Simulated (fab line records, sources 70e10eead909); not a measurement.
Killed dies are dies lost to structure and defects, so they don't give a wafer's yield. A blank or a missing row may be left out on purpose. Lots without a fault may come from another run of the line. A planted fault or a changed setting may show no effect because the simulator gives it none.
fab line records | flow nand_harc
record lots=6 wafers=18 last_day=33
route steps=1302 shown A_STAIRCASE@743 END@1302
lots that met no fault: from a run of the same line without faults
start_h: hours from the record's first day to the start of the lot's first wafer shown | wait_h: hours since the lot's step before | " the same as in the row above | L1.1+2: a row that stands for several wafers | - no value, or no start given | * or withheld: withheld | < > ~ a bound
route shown NAME@n: a module of which the file shows steps, and the number in the route of the first | usual: mean/standard deviation of fault-free wafers | same: alike in all rows | chamber/n: place in a boat | sites: the reading at each site | _std_site: their standard deviation | _edge_site: outer sites' mean less inner sites' | radius_mm: how far each site lies from the wafer's centre | mask NAME#n: copy n | behind: the tool/chamber that last shaped the wafer | hold: why the lot was held/for how many hours/how that ended | device: the transistor (n, p or np) that didn't switch | end of line: the same wafers' tests at the end of the route | a step without rows: its recipe alone | killed: dies lost to structure and defects at the first sort, not the wafer's yield | map: a wafer's dies, x killed, . not, _ none there
set.NAME: the setting as run; set.NAME@STEP: as run at that earlier step | model.NAME: the simulator's own value behind a step, which no gauge read
lots at some steps of the route; a table a step, a row a wafer
services: from which hour (start_h, from the record's first day; less than 0 if before it) a tool's chamber was out of use, for how many hours, and why
## steps
# step NHARC_A_STAIRCASE_TRIM_229
# recipe time_s=211.2 o2_flow_sccm=500 ar_flow_sccm=0 bias_w=0 chemistry=O2
# usual drypump_motor_current_A=5.9/0.46 oes_product_au=1.004/0.0085 rf_vpp_V=57.9/0.91 showerhead_plenum_p_Torr=3.55/0.18 throttle_valve_pct=17.034/0.0096
# columns lot.wafer tool chamber start_h wait_h drypump_motor_current_A oes_product_au rf_hours_counter_h rf_vpp_V showerhead_plenum_p_Torr throttle_valve_pct
L345.2 rie_diel-08 1 358.27 0.1 6.2 1.014 51 58.5 3.55 17.057
L345.4 " 3 " " 6.2 1.010 45 56.4 3.32 17.045
L345.6 " 2 " " 5.5 1.012 - 58.9 3.43 17.015
L351.3 rie_diel-09 0 416.48 0.1 5.2 1.001 27 57.2 3.37 17.033
L351.2 " 1 " " 5.8 1.017 28 57.7 3.73 17.015
L351.6 " 3 " " 6.4 1.014 - 58.2 3.31 17.038
L353.2 rie_diel-09 1 444.58 0.1 5.7 0.998 39 58.0 3.72 17.026
L353.3 " 3 " " 6.4 0.994 39 56.3 3.30 17.040
L353.6 " 0 " " 5.2 0.997 - 59.8 3.37 17.046
L357.2 rie_diel-09 1 491.32 0.1 5.7 1.002 57 57.0 3.71 17.036
L357.6 " 0 " " 5.3 1.002 - 57.0 3.36 17.052
L357.5 " 1 " " 5.7 1.015 - 59.0 3.71 17.026
L365.3 rie_diel-09 0 550.96 0.1 5.2 1.004 16 57.6 3.35 17.021
L365.2 " 2 " " 5.2 0.998 14 57.7 3.73 17.025
L365.6 " 1 " " 5.8 0.999 - 58.9 3.70 17.033
L366.2 rie_diel-02 2 570.41 0.1 6.0 0.997 64 57.8 3.39 17.048
L366.4 " 3 " " 6.6 1.009 52 58.4 3.75 17.034
L366.6 " 3 " " 6.6 1.004 - 58.4 3.75 17.029
# step NHARC_A_STAIRCASE_ETCH_230
# recipe target_depth_a=1000 time_s=40.5 ion_energy_ev=400 c4f8_flow_sccm=20 o2_flow_sccm=10 ar_flow_sccm=withheld rf_w=600 bias_w=1000 chemistry=C4F8/O2
# usual oes_product_au=0.957/0.017 rf_vpp_V=896/6.5
# columns lot.wafer tool chamber start_h wait_h oes_product_au rf_hours_counter_h rf_vpp_V
L345.2 rie_diel-08 3 - - 0.979 45 888
L345.4 " 1 " " 0.969 51 895
L345.6 " 2 " " 0.974 - 893
L351.3 rie_diel-09 0 - - 0.945 27 890
L351.2 " 2 " " 0.952 30 904
L351.6 " 3 " " 0.944 - 887
L353.3 rie_diel-09 0 - - 0.952 36 890
L353.2 " 1 " " 0.938 40 903
L353.6 " 2 " " 0.948 - 904
L357.2 rie_diel-09 2 - - 0.952 59 904
L357.5 " 1 " " 0.937 - 902
L357.6 " 2 " " 0.936 - 904
L365.2 rie_diel-09 0 - - 0.972 16 890
L365.3 " 2 " " 0.975 14 905
L365.6 " 0 " " 0.977 - 890
L366.4 rie_diel-02 1 - - 0.970 69 894
L366.2 " 2 " " 0.935 64 892
L366.6 " 0 " " 0.956 - 903
# step NHARC_A_STAIRCASE_TRIM_231
# recipe time_s=211.2 o2_flow_sccm=500 ar_flow_sccm=0 bias_w=0 chemistry=O2
# usual drypump_motor_current_A=5.9/0.48 oes_product_au=1.003/0.0093 rf_vpp_V=57.8/0.93 showerhead_plenum_p_Torr=3.54/0.18 throttle_valve_pct=17.037/0.01
# columns lot.wafer tool chamber start_h wait_h drypump_motor_current_A oes_product_au rf_hours_counter_h rf_vpp_V showerhead_plenum_p_Torr throttle_valve_pct
L345.4 rie_diel-08 1 - - 6.2 1.005 51 57.7 3.55 17.026
L345.2 " 2 " " 5.4 0.993 44 57.9 3.43 17.042
L345.6 " 2 " " 5.5 1.006 - 58.1 3.43 17.028
L351.3 rie_diel-09 3 - - 6.4 1.016 29 58.5 3.31 17.033
L351.2 " 2 " " 5.2 1.006 30 58.3 3.76 17.033
L351.6 " 3 " " 6.4 1.007 - 55.7 3.31 17.045
L353.2 rie_diel-09 0 - - 5.2 0.992 36 58.1 3.37 17.035
L353.3 " 2 " " 5.2 1.008 42 58.6 3.75 17.060
L353.6 " 0 " " 5.2 0.993 - 57.4 3.37 17.038
L357.2 rie_diel-09 2 - - 5.2 1.005 59 58.3 3.74 17.048
L357.6 " 1 " " 5.8 1.001 - 60.4 3.71 17.023
L357.5 " 2 " " 5.2 1.010 - 58.9 3.74 17.041
L365.2 rie_diel-09 2 - - 5.3 0.998 14 58.2 3.73 17.039
L365.3 " 0 " " 5.2 1.015 16 58.0 3.35 17.030
L365.6 " 2 " " 5.2 1.008 - 57.3 3.73 17.028
L366.4 rie_diel-02 1 - - 6.2 1.018 69 59.1 3.50 17.038
L366.2 " 2 " " 6.0 0.995 64 56.8 3.39 17.035
L366.6 " 1 " " 6.2 1.014 - 56.8 3.50 17.019
# step NHARC_A_STAIRCASE_ETCH_232
# recipe target_depth_a=1000 time_s=40.5 ion_energy_ev=400 c4f8_flow_sccm=20 o2_flow_sccm=10 ar_flow_sccm=withheld rf_w=600 bias_w=1000 chemistry=C4F8/O2
# step NHARC_A_STAIRCASE_TRIM_233
# recipe time_s=211.2 o2_flow_sccm=500 ar_flow_sccm=0 bias_w=0 chemistry=O2
# step NHARC_A_STAIRCASE_ETCH_234
# recipe target_depth_a=1000 time_s=40.5 ion_energy_ev=400 c4f8_flow_sccm=20 o2_flow_sccm=10 ar_flow_sccm=withheld rf_w=600 bias_w=1000 chemistry=C4F8/O2
# step NHARC_A_STAIRCASE_TRIM_235
# recipe time_s=211.2 o2_flow_sccm=500 ar_flow_sccm=0 bias_w=0 chemistry=O2
# step NHARC_A_STAIRCASE_ETCH_236
# recipe target_depth_a=1000 time_s=40.5 ion_energy_ev=400 c4f8_flow_sccm=20 o2_flow_sccm=10 ar_flow_sccm=withheld rf_w=600 bias_w=1000 chemistry=C4F8/O2
# step NHARC_A_STAIRCASE_STRIP_238
# recipe power_w=1500 temp_c=250 chemistry=O2
# step NHARC_A_STAIRCASE_STRIP_239
# recipe time_s=900 temp_c=130 chemistry=SPM
# step NHARC_A_STAIRCASE_PRECLEAN_240
# recipe time_s=* temp_c=50 bath_age_min=0 chemistry=SC1
# usual h2o2_flow_mL_min=56.61/0.16
# same bath_age_min=0
# columns lot.wafer tool chamber start_h wait_h h2o2_flow_mL_min
L345.4 wet_bench-05 4 359.73 - 56.78
L345.2 " 0 " " 56.34
L345.6 " 1 " " 56.67
L351.2 wet_bench-06 0 418.00 - 56.84
L351.6 " 1 " " 56.38
L351.3 " 3 " " 56.79
L353.6 wet_bench-03 6 446.02 - 56.47
L353.2 " 7 " " 56.59
L353.3 " 3 " " 56.66
L357.2 wet_bench-06 5 492.87 - 56.49
L357.5 " 7 " " 56.64
L357.6 " 1 " " 56.47
L365.2 wet_bench-03 0 552.43 - 56.28
L365.6 " 1 " " 56.63
L365.3 " 2 " " 56.80
L366.6 wet_bench-03 6 571.89 - 56.59
L366.4 " 0 " " 56.42
L366.2 " 1 " " 56.68
# step NHARC_A_STAIRCASE_SRD_241
# step NHARC_A_STAIRCASE_DEHYDRATE_242
# recipe temp_c=150 time_s=120
# step NHARC_A_STAIRCASE_HMDS_243
# recipe time_s=30
# step NHARC_A_STAIRCASE_COAT_244
# recipe spin_rpm=1200
# step NHARC_A_STAIRCASE_SOFTBAKE_245
# recipe temp_c=135 time_s=170
# step NHARC_A_STAIRCASE_EBR_246
# step NHARC_A_STAIRCASE_EXPOSE_247
# recipe na=0.5 dose_mj=25.34 mask_id=SDS_1
# step NHARC_A_STAIRCASE_PEB_248
# recipe peb_temp_c=115 peb_time_s=130
# step NHARC_A_STAIRCASE_DEVELOP_249
# recipe time_s=140
# step NHARC_A_STAIRCASE_HARDBAKE_251
# recipe temp_c=120 time_s=140
# step NHARC_A_STAIRCASE_DESCUM_252
# recipe time_s=3 o2_flow_sccm=200 ar_flow_sccm=0 bias_power_w=0 chemistry=O2
# usual drypump_motor_current_A=5.8/0.48 oes_product_au=1.003/0.0094 rf_vpp_V=57.8/0.97 showerhead_plenum_p_Torr=1.91/0.11 throttle_valve_pct=11.311/0.0085
# columns lot.wafer tool chamber start_h wait_h drypump_motor_current_A oes_product_au rf_hours_counter_h rf_vpp_V showerhead_plenum_p_Torr throttle_valve_pct
L345.2 rie_diel-09 0 360.85 - 5.2 0.994 10 56.9 1.83 11.321
L345.4 " 2 " " 5.2 0.984 12 59.0 2.05 11.309
L345.6 " 0 " " 5.3 0.998 - 57.9 1.83 11.307
L351.3 rie_diel-02 1 419.15 - 6.1 0.999 6 57.6 1.92 11.299
L351.2 " 2 " " 6.0 0.998 5 57.0 1.85 11.302
L351.6 " 1 " " 6.1 0.999 - 57.1 1.92 11.317
L353.2 rie_diel-09 0 447.41 - 5.2 0.993 37 56.5 1.82 11.295
L353.3 " 3 " " 6.4 1.002 40 56.3 1.78 11.311
L353.6 " 1 " " 5.8 0.994 - 57.2 2.03 11.323
L357.2 rie_diel-09 2 494.09 - 5.3 1.002 60 58.8 2.04 11.327
L357.6 " 0 " " 5.2 0.994 - 55.7 1.82 11.314
L357.5 " 1 " " 5.7 1.001 - 59.4 2.02 11.313
L365.2 rie_diel-09 2 553.64 - 5.2 1.015 14 58.5 2.03 11.306
L365.3 " 0 " " 5.2 1.012 16 56.4 1.81 11.313
L365.6 " 1 " " 5.8 1.013 - 58.9 2.02 11.313
L366.4 rie_diel-09 0 573.01 - 5.2 1.012 23 57.9 1.81 11.311
L366.2 " 1 " " 5.7 1.001 21 57.4 2.01 11.319
L366.6 " 3 " " 6.4 1.005 - 56.9 1.77 11.316
# step NHARC_A_STAIRCASE_ETCH_253
# recipe target_depth_a=500 time_s=20.2 ion_energy_ev=400 c4f8_flow_sccm=20 o2_flow_sccm=10 ar_flow_sccm=withheld rf_w=600 bias_w=1000 chemistry=C4F8/O2
# step NHARC_A_STAIRCASE_STRIP_254
# recipe power_w=1500 temp_c=250 chemistry=O2
# step NHARC_A_STAIRCASE_STRIP_255
# recipe time_s=900 temp_c=130 chemistry=SPM
# step NHARC_A_STAIRCASE_PRECLEAN_256
# recipe time_s=* temp_c=50 bath_age_min=0 chemistry=SC1
# step NHARC_A_STAIRCASE_SRD_257
# step NHARC_A_STAIRCASE_HM_DEP_456
# recipe target_thk_a=31000 temp_c=400 material=aC
# usual throttle_valve_pct=34.998/0.0097
# columns lot.wafer tool chamber start_h wait_h throttle_valve_pct
L345.2 acl_dep-02 0 365.54 - 35.004
L345.4 " 0 " " 35.015
L345.6 " 0 " " 34.996
L351.2 acl_dep-03 0 420.45 - 34.993
L351.3 " 0 " " 35.000
L351.6 " 0 " " 34.995
L353.2 acl_dep-01 0 449.83 - 34.984
L353.3 " 0 " " 35.009
L353.6 " 0 " " 34.992
L357.2 acl_dep-02 0 499.57 - 34.987
L357.5 " 0 " " 34.988
L357.6 " 0 " " 35.003
L365.2 acl_dep-02 0 561.64 - 34.998
L365.3 " 0 " " 35.017
L365.6 " 0 " " 34.997
L366.2 acl_dep-02 0 579.66 - 34.991
L366.4 " 0 " " 35.001
L366.6 " 0 " " 35.004
# step NHARC_A_STAIRCASE_DEP_259
# recipe target_thk_a=300 target_thk_nm=30 temp_c=400 pressure_torr=3.5 flow_sccm=200 rf_w=350 material=SiON
# step NHARC_A_STAIRCASE_DEHYDRATE_260
# recipe temp_c=150 time_s=120
# step NHARC_A_STAIRCASE_HMDS_261
# recipe time_s=30
# step NHARC_A_STAIRCASE_COAT_262
# recipe spin_rpm=1200
# step NHARC_A_STAIRCASE_SOFTBAKE_263
# recipe temp_c=135 time_s=170
# step NHARC_A_STAIRCASE_EBR_264
# step NHARC_A_STAIRCASE_EXPOSE_265
# recipe na=0.5 dose_mj=25.01 mask_id=CHOP_200
# step NHARC_A_STAIRCASE_PEB_266
# recipe peb_temp_c=115 peb_time_s=130
# step NHARC_A_STAIRCASE_DEVELOP_267
# recipe time_s=140
# step NHARC_A_STAIRCASE_HARDBAKE_269
# recipe temp_c=120 time_s=140
# step NHARC_END_SORT_01
# recipe temp_c=25
# usual killed_at_array=64/20 killed_at_other=0.7/1.1 killed_at_periphery=3.6/2.7 killed_dies=68/20 killed_open=2.8/1.9 killed_short=2.3/1.5
# same gross_dies=677
# columns lot.wafer tool chamber start_h wait_h killed_at_array killed_at_other killed_at_periphery killed_dies killed_open killed_short
L351.2 prober-01 0 620.23 2.8 50 6 0 56 1 1
L351.3 prober-01 0 621.03 3.1 41 3 3 47 0 1
L351.6 prober-01 0 623.42 4.0 42 4 0 46 2 2
L353.2 prober-01 0 638.46 2.8 106 1 2 109 2 5
L353.3 prober-01 0 639.26 3.1 110 0 7 117 0 3
L353.6 prober-01 0 641.66 4.0 93 1 1 95 3 1
L357.2 prober-02 0 689.58 2.8 62 0 1 63 0 4
L357.5 prober-02 0 692.01 3.7 64 1 3 68 2 4
L357.6 prober-02 0 692.82 4.0 73 1 2 76 4 3
L365.2 prober-02 0 768.62 2.8 137 0 2 139 3 0
L365.3 prober-02 0 769.42 3.1 94 0 5 99 2 3
L365.6 prober-02 0 771.81 4.0 149 0 4 153 1 3
L366.2 prober-02 0 785.72 2.8 134 0 2 136 1 1
L366.4 prober-02 0 787.33 3.4 130 0 3 133 2 3
L366.6 prober-02 0 788.94 4.0 107 0 3 110 3 2
# killed by level:class
L351.2 A_SLIT:chamber_film_flake=23 A_CHANNEL_HOLE_D2:chamber_film_flake=12 THIN_TSV:chamber_film_flake=6 A_CHANNEL_FILL_D1:chamber_film_flake=4 A_STAIRCASE:chamber_film_flake=3 A_CONTACT:chamber_film_flake=3 A_CHANNEL_HOLE_D1:chamber_film_flake=2 A_DECK1_JOINT:geometric_particle:short=1
L351.3 A_SLIT:chamber_film_flake=24 A_STAIRCASE:chamber_film_flake=5 A_CHANNEL_HOLE_D1:chamber_film_flake=3 A_CHANNEL_HOLE_D2:chamber_film_flake=3 THIN_TSV:chamber_film_flake=3 P_ZERO_WELL:chamber_film_flake=2 A_CHANNEL_FILL_D2:chamber_film_flake=2 A_CHANNEL_FILL_D2:geometric_particle:short=1
L351.6 A_SLIT:chamber_film_flake=25 THIN_TSV:chamber_film_flake=4 A_CONTACT:chamber_film_flake=3 A_CHANNEL_HOLE_D1:chamber_film_flake=2 A_CHANNEL_HOLE_D2:chamber_film_flake=2 A_BONDPAD:chamber_film_flake=2 A_ONON_D1:geometric_particle:open=1 A_ONON_D1:geometric_particle:short=1
L353.2 A_CHANNEL_HOLE_D1:chamber_film_flake=36 A_CHANNEL_HOLE_D2:chamber_film_flake=33 A_SLIT:chamber_film_flake=24 A_WL_FILL:chamber_film_flake=4 A_ONON_D1:geometric_particle:short=1 A_CHANNEL_FILL_D1:geometric_particle:short=1 A_CHANNEL_FILL_D1:geometric_particle:open=1 A_SGD_CUT:geometric_particle:short=1
L353.3 A_CHANNEL_HOLE_D1:chamber_film_flake=37 A_CHANNEL_HOLE_D2:chamber_film_flake=35 A_SLIT:chamber_film_flake=26 P_BONDPAD:chamber_film_flake=6 A_STAIRCASE:chamber_film_flake=4 A_ONON_D1:geometric_particle:short=3 A_CONTACT:chamber_film_flake=3 A_WL_FILL:chamber_film_flake=2
L353.6 A_SLIT:chamber_film_flake=31 A_CHANNEL_HOLE_D2:chamber_film_flake=27 A_CHANNEL_HOLE_D1:chamber_film_flake=24 A_CONTACT:chamber_film_flake=3 A_STAIRCASE:chamber_film_flake=2 A_ONON_D2:geometric_particle:short=1 A_CHANNEL_FILL_D2:geometric_particle:open=1 A_SLIT:geometric_particle:open=1
L357.2 A_SLIT:chamber_film_flake=28 A_CHANNEL_HOLE_D2:chamber_film_flake=10 A_STAIRCASE:chamber_film_flake=10 A_CHANNEL_HOLE_D1:chamber_film_flake=3 A_DECK1_JOINT:chamber_film_flake=3 A_CHANNEL_FILL_D2:geometric_particle:short=2 A_CONTACT:chamber_film_flake=2 A_ONON_D1:geometric_particle:short=1
L357.5 A_SLIT:chamber_film_flake=33 A_CHANNEL_HOLE_D2:chamber_film_flake=17 A_CHANNEL_HOLE_D1:chamber_film_flake=3 A_ONON_D1:geometric_particle:short=2 A_DECK1_JOINT:chamber_film_flake=2 A_CHANNEL_FILL_D2:chamber_film_flake=2 P_GATE:geometric_particle:short=1 P_GATE:geometric_particle:open=1
L357.6 A_SLIT:chamber_film_flake=34 A_CHANNEL_HOLE_D2:chamber_film_flake=17 A_CHANNEL_HOLE_D1:chamber_film_flake=6 A_STAIRCASE:chamber_film_flake=4 A_M1:chamber_film_flake=2 A_BLC:geometric_particle:open=2 THIN_TSV:chamber_film_flake=1 A_CHANNEL_FILL_D1:geometric_particle:short=1
L365.2 A_STAIRCASE:unspecified=88 A_CHANNEL_HOLE_D2:chamber_film_flake=27 A_CHANNEL_HOLE_D1:chamber_film_flake=9 A_SLIT:chamber_film_flake=4 A_CHANNEL_FILL_D2:chamber_film_flake=3 A_ONON_D2:geometric_particle:open=2 A_CONTACT:chamber_film_flake=2 A_ONON_D1:geometric_particle:open=1
L365.3 A_STAIRCASE:unspecified=58 A_CHANNEL_HOLE_D2:chamber_film_flake=12 A_CHANNEL_HOLE_D1:chamber_film_flake=7 A_SLIT:chamber_film_flake=6 P_GATE:chamber_film_flake=4 A_CONTACT:chamber_film_flake=4 A_STAIRCASE:chamber_film_flake=2 P_CONTACT:geometric_particle:open=1
L365.6 A_STAIRCASE:unspecified=91 A_CHANNEL_HOLE_D2:chamber_film_flake=26 A_CHANNEL_HOLE_D1:chamber_film_flake=18 A_SLIT:chamber_film_flake=7 A_CONTACT:chamber_film_flake=4 P_GATE:geometric_particle:short=2 A_STAIRCASE:chamber_film_flake=2 P_M1:geometric_particle:open=1
L366.2 A_STAIRCASE:unspecified=96 A_CHANNEL_HOLE_D1:chamber_film_flake=14 A_SLIT:chamber_film_flake=8 A_CONTACT:chamber_film_flake=8 A_STAIRCASE:chamber_film_flake=5 A_DECK1_JOINT:chamber_film_flake=2 P_M0:geometric_particle:open=1 A_M0:geometric_particle:short=1
L366.4 A_STAIRCASE:unspecified=92 A_CHANNEL_HOLE_D1:chamber_film_flake=14 A_SLIT:chamber_film_flake=8 A_STAIRCASE:chamber_film_flake=6 P_ZERO_WELL:chamber_film_flake=3 A_CONTACT:chamber_film_flake=3 A_CHANNEL_FILL_D2:geometric_particle:open=2 A_CHANNEL_HOLE_D2:chamber_film_flake=2
L366.6 A_STAIRCASE:unspecified=61 A_CHANNEL_HOLE_D1:chamber_film_flake=19 A_SLIT:chamber_film_flake=8 A_CONTACT:chamber_film_flake=5 A_STAIRCASE:chamber_film_flake=5 A_WL_FILL:geometric_particle:short=2 P_ZERO_WELL:chamber_film_flake=2 A_WL_FILL:chamber_film_flake=2
# map L365.6 (x killed, . not)
____________.____________
_________......._________
_______..........._______
______x.....x......______
_____x.............._____
____x.x.x..xx........____
____xxxxxx...........____
___.xxxxxx............___
___.xxxxxxx...........___
__xxxxxxxxxxx..........__
__.xxxxxxxxx...........__
_.xxxxxxxxxx............_
_..xxxxxxxxx............_
_.xxxxxxxxxx............_
_.xxxxxxxxxx............_
_...xxxxxxxx............_
....xxxxxxxxx............
.....xxxx.x..............
..x.x...xxx..............
.....xx.xxx..............
..x.x.x.xxx..............
_....xxxx..x............_
_...xxxx................_
_...xx.xx..............._
_...xxxx................_
_.x.x.x.x..x........x..._
__.x.x.................__
__.....x...............__
___...................___
___...................___
____............x....____
____.................____
_____...........x..._____
______.............______
_______........x.._______
_________......._________
____________.____________
# map L366.2 (x killed, . not)
____________.____________
_________......._________
_______..........._______
______.............______
_____..............._____
____..xxxxx..........____
____.xxxxx...........____
___.xxxxxx.x..........___
___xxxxxxxxxx.........___
__.xxxxxxxxx...........__
__.xxxxxxxx............__
_.xxxxxxxxxxxx.........._
_..xxxxxxxxxx.x........._
_..xxxxxxxxx.......x...x_
_..xxxxxxxxx.xx....x.x.._
_.xx.xxxxx.............._
.x.x.xxxxx.x.............
x....xx..................
x..x.xxx.............x...
..x..xx..................
x..xxx..xx...............
_....x.................._
_..x........x....x......_
_....x.................._
_...x..x................_
_......................._
__.x.x.................__
__.....................__
___...................___
___.x...........x.....___
____.................____
____.................____
_____..............._____
______.............______
_______x.........._______
_________......._________
____________.____________
## services
# columns tool chamber start_h hours kind
rie_diel-02 1 338.72 4.8 repair
rie_diel-09 0 353.66 - clean
rie_diel-08 - 367.86 9.0 pm
wet_bench-06 - 369.60 8.0 pm
acl_dep-01 - 371.40 13.0 pm
rie_diel-08 3 380.36 3.6 repair
wet_bench-03 - 386.40 8.0 pm
wet_bench-05 - 388.83 3.2 repair
rie_diel-02 - 395.90 9.0 pm
rie_diel-02 3 411.54 20.9 repair
acl_dep-02 - 427.16 13.0 pm
wet_bench-05 - 436.80 8.0 pm
rie_diel-09 - 456.73 0.4 repair
rie_diel-09 0 463.90 4.9 repair
acl_dep-03 - 486.71 13.0 pm
rie_diel-09 - 497.16 9.0 pm
acl_dep-02 - 540.91 10.6 repair
wet_bench-06 - 545.60 8.0 pm
rie_diel-08 - 547.65 9.0 pm
wet_bench-03 - 549.06 2.4 repair
acl_dep-01 - 555.00 13.0 pm
wet_bench-03 - 562.40 8.0 pm
wet_bench-05 - 569.01 12.8 repair
rie_diel-02 - 572.90 9.0 pm
## key
first_sign step=NHARC_END_SORT_01 reading=killed_at_array direction=up sigmas=3.1 usual=64 struck=125
effect step=NHARC_END_SORT_01 reading=killed_dies direction=up sigmas=3.1 usual=68 struck=128
more_kills_born_at NHARC_A_STAIRCASE_PRECLEAN_240@wet_bench-03=486
met_at NHARC_A_STAIRCASE_PRECLEAN_240
struck_wafers L365.2,L365.3,L365.6,L366.2,L366.4,L366.6
tester_left_out L365,L366
onset_between 446.02 552.43
also_fits time
fault kind=chamber_particle_source tool=wet_bench-03 chamber=- onset_h=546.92 steps=NHARC_A_STAIRCASE_PRECLEAN_240 rate_per_visit_cm2=1.3549 end_h=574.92
# tester_left_out: of these lots the tester's yield and bins aren't shown, on N5 and GAA mostly nor the transistor test; their killed dies are dies lost to structure and defects alone, not to doping, threshold or leakage, so they don't give the yield
